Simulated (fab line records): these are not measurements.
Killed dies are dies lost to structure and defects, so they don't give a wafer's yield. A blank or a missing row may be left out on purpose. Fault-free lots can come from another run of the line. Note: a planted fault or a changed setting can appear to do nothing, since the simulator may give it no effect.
fab line records	flow nand_harc
record lots=13	wafers=39	last_day=24
route steps=1159 shown A_CONTACT@873 THIN_TSV@1119 END@1159
lots with no fault: from the same line, run without faults
start_h: hours from the record's opening day to when the first of the lot's shown wafers began	wait_h: hours elapsed since this lot's preceding step	" the same as in the row above	L1.1+2: a single row standing in for several wafers	- no value, or no start was given	* or withheld: withheld	< > ~ a bound
route shown NAME@n: names a module that has steps shown in the file, with the first one's number in the route	usual: mean/standard deviation taken from wafers without a fault	same: alike in all rows	chamber/n: place in a boat	sites: readings site by site	_std_site: their standard deviation	_edge_site: mean of outer sites minus mean of inner sites	radius_mm: for every site, how far away it sits from the centre of the wafer	mask NAME#n: copy n	behind: the last tool/chamber to shape the wafer	hold: why the lot went on hold/how many hours it stayed there/how the hold came to an end	device: the n, p or np transistor that did not switch	end of line: the same wafers' tests at the end of the route	step lacking rows: just its recipe	killed: not the wafer's yield, but the dies lost to structure and defects at the first sort	map: the dies of a wafer, with x for killed, . for not killed, _ for no die there
set.NAME: the setting as run; set.NAME@STEP: as run at that earlier step	model.NAME: the simulator's own value behind a step, which no gauge read
one table for each step of the route and one row for each wafer, over a sample of lots
services: from which hour (start_h, from the record's first day; less than 0 if before it) a tool's chamber was out of use, for how many hours, and why
## steps
# step NHARC_A_CONTACT_ETCH_122
# recipe source_w=withheld	pressure_mtorr=20	bias_v=3000	time_s=95	target_depth_a=9300	ar_flow_sccm=withheld	c4f8_flow_sccm=withheld	o2_flow_sccm=withheld	chemistry=C4F8/O2/Ar
lot.wafer	tool	chamber	start_h	wait_h	rf_hours_counter_h
L270.1	har_cap_etch-03	1	375.17	0.1	80
L270.2	"	0	"	"	80
L270.6	"	0	"	"	-
L268.4	har_cap_etch-02	1	384.33	0.1	-
L268.6	"	1	"	"	-
L268.5	"	0	"	"	-
L271.1	har_cap_etch-03	1	388.56	0.1	84
L271.2	"	0	"	"	84
L271.5	"	1	"	"	-
L273.3	har_cap_etch-02	1	415.09	0.1	-
L273.6	"	1	"	"	-
L273.5	"	0	"	"	-
L276.1	har_cap_etch-02	0	425.47	0.1	18
L276.2	"	1	"	"	18
L276.5	"	1	"	"	-
L275.1	har_cap_etch-03	0	428.51	0.1	89
L275.4	"	1	"	"	-
L275.5	"	1	"	"	-
L277.1	har_cap_etch-02	1	429.87	0.1	19
L277.2	"	0	"	"	19
L277.3	"	1	"	"	-
L279.1	har_cap_etch-03	1	449.23	0.1	94
L279.2	"	0	"	"	94
L279.6	"	1	"	"	-
L280.1	har_cap_etch-02	1	450.88	0.1	23
L280.6	"	1	"	"	-
L280.5	"	0	"	"	-
L284.4	har_cap_etch-01	0	464.26	0.1	-
L284.3	"	1	"	"	-
L284.6	"	1	"	"	-
L282.1	har_cap_etch-01	0	471.50	0.1	74
L282.2	"	1	"	"	74
L282.4	"	1	"	"	-
L289.2	har_cap_etch-03	0	506.83	0.1	105
L289.4	"	1	"	"	-
L289.6	"	0	"	"	-
L290.2	har_cap_etch-03	0	513.67	0.1	106
L290.4	"	1	"	"	-
L290.5	"	0	"	"	-
# step NHARC_THIN_TSV_ETCH_44
# recipe target_depth_a=15942	time_s=797.1	cf4_flow_sccm=150	o2_flow_sccm=10	ar_flow_sccm=0	rf_w=300	bias_w=800	chemistry=CF4/O2
# usual cf4_flow_sccm=150.0/0.45	drypump_motor_current_A=5.8/0.5	oes_product_au=1.000/0.0073	rf_vpp_V=794/5.3	showerhead_plenum_p_Torr=1.84/0.085	throttle_valve_pct=16.914/0.0089
lot.wafer	tool	chamber	start_h	wait_h	cf4_flow_sccm	drypump_motor_current_A	oes_product_au	rf_hours_counter_h	rf_vpp_V	showerhead_plenum_p_Torr	throttle_valve_pct
L270.2	rie_diel-02	1	425.23	0.1	150.2	6.0	1.008	7	800	1.92	16.918
L270.1	"	2	"	"	151.0	6.0	1.004	7	789	1.75	16.920
L270.6	"	2	"	"	149.6	6.0	1.001	-	790	1.75	16.927
L268.6	rie_diel-02	0	435.50	0.3	149.3	5.9	1.007	-	788	1.75	16.903
L268.4	"	1	"	"	149.8	6.0	0.996	-	801	1.92	16.914
L268.5	"	2	"	"	150.0	6.0	1.001	-	788	1.75	16.904
L271.1	rie_diel-06	3	443.02	0.1	149.6	5.9	1.001	2	791	1.76	16.901
L271.2	"	0	"	"	150.2	5.2	0.987	2	789	1.75	16.911
L271.5	"	3	"	"	149.9	5.9	0.991	-	789	1.76	16.912
L273.3	rie_diel-06	0	468.70	0.2	150.7	5.2	0.998	3	790	1.75	16.904
L273.5	"	1	"	"	149.7	5.6	0.995	-	789	1.76	16.911
L273.6	"	2	"	"	149.6	5.7	0.998	-	797	1.90	16.925
L275.4	rie_diel-06	0	475.05	0.1	149.9	5.2	1.002	4	789	1.75	16.908
L275.1	"	1	"	"	150.2	5.6	1.003	4	790	1.76	16.906
L275.5	"	1	"	"	150.6	5.6	0.996	-	789	1.76	16.912
L276.2	rie_diel-12	2	476.28	0.1	150.1	4.9	1.007	10	801	1.92	16.918
L276.1	"	3	"	"	150.7	5.3	0.996	10	791	1.76	16.928
L276.5	"	2	"	"	150.5	4.9	0.996	-	800	1.92	16.919
L277.1	rie_diel-02	2	486.33	0.1	150.1	6.0	0.998	12	789	1.75	16.917
L277.2	"	3	"	"	150.2	5.9	0.989	8	797	1.87	16.915
L277.3	"	1	"	"	150.0	6.0	0.998	12	798	1.92	16.919
L280.1	rie_diel-02	2	502.57	0.1	149.9	6.0	0.991	13	787	1.75	16.911
L280.5	"	2	"	"	150.2	6.0	0.992	-	788	1.75	16.921
L280.6	"	3	"	"	149.6	5.9	1.008	-	795	1.87	16.906
L279.1	rie_diel-12	1	503.98	0.2	149.8	6.6	1.000	14	802	1.95	16.914
L279.2	"	2	"	"	150.6	5.0	1.008	13	799	1.92	16.916
L279.6	"	1	"	"	149.3	6.6	1.004	-	802	1.95	16.933
L284.3	rie_diel-12	2	520.80	0.1	149.8	5.0	0.998	16	800	1.92	16.922
L284.4	"	0	"	"	150.5	6.7	1.011	14	801	1.93	16.919
L284.6	"	2	"	"	150.4	4.9	0.996	-	799	1.92	16.912
L282.1	rie_diel-06	1	527.21	0.1	150.0	5.6	1.009	6	789	1.75	16.913
L282.2	"	2	"	"	150.1	5.7	1.001	7	797	1.90	16.909
L282.4	"	0	"	"	149.6	5.2	0.995	6	789	1.75	16.907
L289.4	rie_diel-06	2	557.94	0.1	150.1	5.7	1.007	9	798	1.90	16.924
L289.2	"	0	"	"	149.7	5.2	1.007	8	788	1.75	16.922
L289.6	"	1	"	"	150.4	5.6	1.007	-	788	1.75	16.923
L290.2	rie_diel-12	2	569.83	0.1	149.8	5.0	0.991	1	800	1.92	16.923
L290.4	"	1	"	"	149.5	6.6	0.993	1	801	1.95	16.929
L290.5	"	3	"	"	149.7	5.3	0.989	-	789	1.76	16.909
# step NHARC_THIN_TSV_STRIP_45
# recipe power_w=1500	temp_c=250	chemistry=O2
# usual drypump_motor_current_A=5.5/0.36	heater_power_w=324/31
lot.wafer	tool	chamber	start_h	wait_h	drypump_motor_current_A	heater_power_w	rf_hours_counter_h
L270.1	plasma_asher-02	1	426.18	0.1	5.8	330	19
L270.2	"	0	"	"	5.8	340	19
L270.6	"	1	"	"	5.8	340	-
L268.4	plasma_asher-01	1	436.29	0.2	5.2	264	-
L268.6	"	1	"	"	5.2	261	-
L268.5	"	0	"	"	5.0	333	-
L271.2	plasma_asher-02	0	443.81	0.1	5.8	342	26
L271.1	"	1	"	"	5.8	330	26
L271.5	"	0	"	"	5.8	335	-
L273.3	plasma_asher-02	1	469.41	0.2	5.8	329	-
L273.5	"	1	"	"	5.8	338	-
L273.6	"	0	"	"	5.8	342	-
L275.1	plasma_asher-02	0	475.84	0.1	5.8	336	36
L275.4	"	0	"	"	5.8	337	-
L275.5	"	0	"	"	5.8	350	-
L276.1	plasma_asher-01	1	477.03	0.1	5.2	275	4
L276.2	"	0	"	"	5.0	348	4
L276.5	"	1	"	"	5.2	270	-
L277.1	plasma_asher-01	0	487.13	0.1	5.0	350	8
L277.2	"	1	"	"	5.2	279	8
L277.3	"	1	"	"	5.2	277	-
L280.1	plasma_asher-02	1	503.36	0.1	5.8	338	45
L280.5	"	1	"	"	5.8	332	-
L280.6	"	0	"	"	5.8	346	-
L279.2	plasma_asher-01	1	504.81	0.1	5.2	282	14
L279.1	"	0	"	"	5.0	350	14
L279.6	"	1	"	"	5.2	272	-
L284.4	plasma_asher-02	0	521.73	0.3	5.8	343	-
L284.3	"	1	"	"	5.8	324	-
L284.6	"	0	"	"	5.8	339	-
L282.1	plasma_asher-02	0	528.00	0.1	5.8	341	53
L282.2	"	1	"	"	5.8	331	53
L282.4	"	1	"	"	5.8	329	-
L289.2	plasma_asher-01	0	558.73	0.1	5.0	340	37
L289.4	"	1	"	"	5.2	280	-
L289.6	"	1	"	"	5.2	277	-
L290.2	plasma_asher-01	0	570.67	0.1	5.0	358	41
L290.4	"	0	"	"	5.0	340	-
L290.5	"	0	"	"	5.0	347	-
# step NHARC_THIN_TSV_CMP_21
# recipe t_overpolish_s=30	target_thk_nm=2000
# usual motor_current_A=12.1/1.1	overpolish_run_s=30.000/0.0086
lot.wafer	tool	chamber	start_h	wait_h	motor_current_A	overpolish_run_s
L270.1	cmp-04	0	429.58	-	13.3	29.995
L270.2	"	1	"	"	11.9	29.999
L270.6	"	0	"	"	13.1	29.987
L268.4	cmp-04	3	439.58	-	10.7	29.999
L268.6	"	2	"	"	11.2	29.994
L268.5	"	3	"	"	10.9	30.003
L271.2	cmp-03	3	447.08	-	12.6	29.997
L271.1	"	0	"	"	13.1	29.993
L271.5	"	3	"	"	13.0	29.996
L273.3	cmp-03	0	472.71	-	12.8	29.989
L273.5	"	0	"	"	12.5	30.010
L273.6	"	1	"	"	13.3	29.992
L275.1	cmp-03	1	479.21	-	13.3	30.001
L275.4	"	2	"	"	10.5	29.982
L275.5	"	0	"	"	12.6	30.004
L276.1	cmp-03	3	480.42	-	12.9	29.997
L276.2	"	0	"	"	11.8	30.004
L276.5	"	1	"	"	13.7	29.999
L277.1	cmp-04	0	490.40	-	13.1	30.001
L277.2	"	1	"	"	11.6	30.008
L277.3	"	2	"	"	11.0	29.991
L280.1	cmp-03	3	506.89	-	12.6	29.991
L280.5	"	0	"	"	12.8	29.999
L280.6	"	1	"	"	13.6	30.003
L279.2	cmp-04	2	508.17	-	11.4	29.986
L279.1	"	3	"	"	10.4	30.003
L279.6	"	2	"	"	11.7	30.009
L284.3	cmp-04	2	525.45	-	10.7	30.009
L284.4	"	0	"	"	13.0	30.001
L284.6	"	3	"	"	10.4	30.013
L282.2	cmp-02	3	531.31	-	12.8	29.999
L282.4	"	0	"	"	12.7	29.988
L282.1	"	1	"	"	12.9	29.999
L289.2	cmp-04	3	562.09	-	11.0	29.989
L289.4	"	0	"	"	12.7	29.989
L289.6	"	3	"	"	11.0	29.999
L290.2	cmp-04	3	574.19	-	10.7	29.997
L290.4	"	2	"	"	11.5	29.984
L290.5	"	0	"	"	12.8	29.996
# step NHARC_END_SORT_01
# recipe temp_c=25
# usual killed_at_array=27/11	killed_at_other=0.8/1.1	killed_at_periphery=2.8/1.9	killed_dies=30/11	killed_open=3.3/1.8	killed_short=2.3/1.5
# same gross_dies=677
lot.wafer	tool	chamber	start_h	wait_h	killed_at_array	killed_at_other	killed_at_periphery	killed_dies	killed_open	killed_short
L271.1	prober-02	0	460.91	2.5	49	0	4	53	4	5
L271.2	prober-02	0	461.72	2.8	23	0	3	26	2	6
L271.5	prober-02	0	464.13	3.7	19	0	4	23	1	2
L276.1	prober-01	0	489.73	2.5	14	0	2	16	2	2
L276.2	prober-01	0	490.52	2.8	23	0	1	24	4	3
L276.5	prober-01	0	492.90	3.7	13	1	4	18	3	4
L275.1	prober-02	0	489.77	2.5	44	4	4	52	4	3
L279.1	prober-02	0	518.24	2.5	15	0	4	19	3	1
L279.2	prober-02	0	519.07	2.8	16	1	2	19	1	5
L279.6	prober-02	0	522.36	4.1	15	0	1	16	4	1
L284.3	prober-01	0	538.32	3.1	16	2	3	21	4	5
L284.4	prober-01	0	539.12	3.4	20	1	7	28	6	2
L284.6	prober-01	0	540.71	4.0	18	0	2	20	3	1
L289.2	prober-01	0	573.28	2.8	119	0	2	121	4	1
L289.4	prober-01	0	574.89	3.4	53	0	2	55	2	1
L289.6	prober-01	0	576.50	4.0	116	0	2	118	4	3
L290.2	prober-02	0	585.37	2.8	88	3	0	91	0	1
L290.4	prober-02	0	586.97	3.4	26	1	1	28	2	4
L290.5	prober-02	0	587.77	3.7	90	0	1	91	1	3
# killed by level:class
L271.1 A_CHANNEL_HOLE_D1:chamber_film_flake=14 A_SLIT:chamber_film_flake=13 A_CONTACT:chamber_film_flake=8 A_STAIRCASE:chamber_film_flake=4 P_STI:chamber_film_flake=3 A_SGD_CUT:geometric_particle:short=2 A_CONTACT:geometric_particle:open=2 A_M0:geometric_particle:short=2
L271.2 A_CHANNEL_HOLE_D1:chamber_film_flake=6 A_SLIT:chamber_film_flake=6 A_STAIRCASE:chamber_film_flake=2 A_CONTACT:chamber_film_flake=2 P_CONTACT:geometric_particle:short=1 P_M0:geometric_particle:short=1 A_SOURCE_PLATE:geometric_particle:short=1 A_WL_FILL:geometric_particle:short=1
L271.5 A_CHANNEL_HOLE_D1:chamber_film_flake=7 A_SLIT:chamber_film_flake=4 A_CONTACT:chamber_film_flake=4 P_STI:chamber_film_flake=3 A_CHANNEL_HOLE_D1:geometric_particle:open=1 A_WL_FILL:geometric_particle:short=1 A_M1:geometric_particle:short=1 P_BONDPAD:chamber_film_flake=1
L276.1 A_SLIT:chamber_film_flake=3 P_M1:chamber_film_flake=2 A_ZERO_WELL:chamber_film_flake=2 A_CONTACT:chamber_film_flake=2 A_ONON_D1:geometric_particle:short=1 A_SGD_CUT:geometric_particle:open=1 A_CONTACT:geometric_particle:short=1 A_CONTACT:geometric_particle:open=1
L275.1 A_SLIT:chamber_film_flake=16 A_CHANNEL_HOLE_D1:chamber_film_flake=13 P_GATE:chamber_film_flake=4 A_STAIRCASE:chamber_film_flake=4 A_CONTACT:chamber_film_flake=3 A_ONON_D1:geometric_particle:open=2 A_M0:geometric_particle:short=2 A_WL_FILL:chamber_film_flake=2
L276.2 A_SLIT:chamber_film_flake=12 A_CONTACT:geometric_particle:open=2 A_STAIRCASE:chamber_film_flake=2 A_CONTACT:chamber_film_flake=2 A_ONON_D1:geometric_particle:short=1 A_SGD_CUT:geometric_particle:open=1 A_WL_FILL:geometric_particle:short=1 A_M0:geometric_particle:open=1
L276.5 A_SLIT:chamber_film_flake=5 A_CHANNEL_HOLE_D1:chamber_film_flake=2 P_GATE:geometric_particle:open=1 P_M0:geometric_particle:short=1 P_M1:geometric_particle:short=1 A_ONON_D1:geometric_particle:open=1 A_ONON_D1:geometric_particle:short=1 A_CHANNEL_FILL_D1:geometric_particle:short=1
L279.1 A_STAIRCASE:chamber_film_flake=5 A_CHANNEL_HOLE_D1:chamber_film_flake=3 A_WL_FILL:chamber_film_flake=3 P_M0:geometric_particle:open=2 A_CONTACT:chamber_film_flake=2 P_CONTACT:geometric_particle:open=1 A_CONTACT:geometric_particle:short=1 P_M2:chamber_film_flake=1
L279.2 A_CONTACT:chamber_film_flake=6 A_CHANNEL_HOLE_D1:chamber_film_flake=4 A_ONON_D1:geometric_particle:short=2 P_GATE:geometric_particle:short=1 A_SGD_CUT:geometric_particle:short=1 A_WL_FILL:chamber_film_flake=1 A_M0:geometric_particle:short=1 STARTING-WAFER:geometric_particle:open=1
L279.6 A_CHANNEL_HOLE_D1:chamber_film_flake=3 A_STAIRCASE:chamber_film_flake=3 A_CONTACT:chamber_film_flake=3 A_CHANNEL_FILL_D1:geometric_particle:open=2 A_STAIRCASE:geometric_particle:open=1 A_BLC:geometric_particle:short=1 A_M0:geometric_particle:open=1 P_GATE:chamber_film_flake=1
L284.3 A_CHANNEL_HOLE_D1:chamber_film_flake=3 A_CONTACT:chamber_film_flake=3 A_STAIRCASE:chamber_film_flake=2 THIN_TSV:chamber_film_flake=2 P_STI:geometric_particle:open=1 A_SOURCE_PLATE:geometric_particle:short=1 A_CHANNEL_HOLE_D1:geometric_particle:short=1 A_CHANNEL_FILL_D1:geometric_particle:short=1
L284.4 A_CHANNEL_HOLE_D1:chamber_film_flake=6 A_CONTACT:chamber_film_flake=5 A_CHANNEL_FILL_D1:chamber_film_flake=3 P_CONTACT:geometric_particle:open=2 P_CONTACT:geometric_particle:short=1 P_M2:geometric_particle:open=1 A_ONON_D1:geometric_particle:open=1 A_CHANNEL_HOLE_D1:geometric_particle:short=1
L284.6 A_CHANNEL_HOLE_D1:chamber_film_flake=8 A_STAIRCASE:chamber_film_flake=4 A_CHANNEL_FILL_D1:chamber_film_flake=3 P_GATE:geometric_particle:open=1 P_CONTACT:geometric_particle:open=1 A_CONTACT:geometric_particle:open=1 A_BLC:geometric_particle:short=1 A_SGD_CUT:chamber_film_flake=1
L289.2 A_CONTACT:unspecified=75 A_CHANNEL_HOLE_D1:chamber_film_flake=16 A_SLIT:chamber_film_flake=16 A_STAIRCASE:chamber_film_flake=3 A_M1:chamber_film_flake=3 A_BONDPAD:chamber_film_flake=2 P_GATE:geometric_particle:short=1 P_M0:geometric_particle:open=1
L289.4 A_CHANNEL_HOLE_D1:chamber_film_flake=26 A_SLIT:chamber_film_flake=15 A_STAIRCASE:chamber_film_flake=4 A_CONTACT:chamber_film_flake=3 P_M0:geometric_particle:open=1 A_WL_FILL:geometric_particle:short=1 A_WL_FILL:geometric_particle:open=1 P_STI:chamber_film_flake=1
L289.6 A_CONTACT:unspecified=76 A_SLIT:chamber_film_flake=17 A_CHANNEL_HOLE_D1:chamber_film_flake=10 A_BONDPAD:chamber_film_flake=3 P_GATE:geometric_particle:open=2 A_WL_FILL:geometric_particle:short=2 A_STAIRCASE:chamber_film_flake=2 A_M1:chamber_film_flake=2
L290.2 A_CONTACT:unspecified=71 A_CONTACT:chamber_film_flake=6 A_STAIRCASE:chamber_film_flake=5 A_CHANNEL_HOLE_D1:chamber_film_flake=4 THIN_TSV:chamber_film_flake=3 A_BLC:geometric_particle:short=1 A_WL_FILL:chamber_film_flake=1
L290.4 A_CHANNEL_HOLE_D1:chamber_film_flake=10 A_SLIT:chamber_film_flake=3 A_WL_FILL:chamber_film_flake=3 A_STAIRCASE:chamber_film_flake=2 A_CONTACT:chamber_film_flake=2 P_CONTACT:geometric_particle:open=1 A_ONON_D1:geometric_particle:short=1 A_CHANNEL_HOLE_D1:geometric_particle:short=1
L290.5 A_CONTACT:unspecified=74 A_CHANNEL_HOLE_D1:chamber_film_flake=5 A_STAIRCASE:chamber_film_flake=5 A_CONTACT:chamber_film_flake=2 P_CONTACT:geometric_particle:short=1 A_CHANNEL_FILL_D1:geometric_particle:short=1 A_WL_FILL:geometric_particle:short=1 A_M1:geometric_particle:open=1
## services
tool	chamber	start_h	hours	kind
cmp-03	-	352.00	4.0	pm
rie_diel-06	1	353.42	6.3	repair
cmp-04	-	360.08	0.6	repair
plasma_asher-02	-	360.17	9.0	pm
rie_diel-06	1	366.48	9.1	repair
rie_diel-12	0	369.94	2.3	repair
rie_diel-12	1	373.02	6.4	repair
cmp-03	-	377.37	0.6	repair
cmp-04	-	378.84	1.7	repair
cmp-04	-	399.00	4.0	pm
rie_diel-06	-	418.32	9.0	pm
cmp-03	-	439.45	3.4	repair
cmp-03	-	449.30	1.0	repair
cmp-03	-	450.34	4.0	pm
plasma_asher-01	-	453.71	9.0	pm
cmp-03	-	461.23	0.5	repair
cmp-04	-	472.46	2.4	repair
rie_diel-06	0	477.84	6.1	repair
cmp-04	-	497.00	4.0	pm
rie_diel-06	1	512.58	4.6	repair
cmp-04	-	534.80	1.8	repair
plasma_asher-02	-	537.17	9.0	pm
har_cap_etch-03	-	546.06	17.0	pm
cmp-03	-	548.34	4.0	pm
## key
first_sign step=NHARC_END_SORT_01	reading=killed_at_array	direction=up	sigmas=7	usual=27	struck=103
effect step=NHARC_END_SORT_01	reading=killed_dies	direction=up	sigmas=6.8	usual=30	struck=105
more_kills_born_at NHARC_A_CONTACT_ETCH_122@har_cap_etch-03=286
met_at NHARC_A_CONTACT_ETCH_122
struck_lots L289,L290
struck_wafers L289.2,L289.6,L290.2,L290.5
tester_left_out L289,L290
not_acting_at NHARC_THIN_TSV_ETCH_44,NHARC_THIN_TSV_STRIP_45,NHARC_THIN_TSV_CMP_21
onset_between 449.23 506.83
fault kind=chamber_particle_source	tool=har_cap_etch-03	chamber=0	onset_h=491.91	steps=NHARC_A_CONTACT_ETCH_122	rate_per_visit_cm2=1.073	end_h=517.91
# tester_left_out: of these lots the tester's yield and bins aren't shown, on N5 and GAA mostly nor the transistor test; their killed dies are dies lost to structure and defects alone, not to doping, threshold or leakage, so they don't give the yield
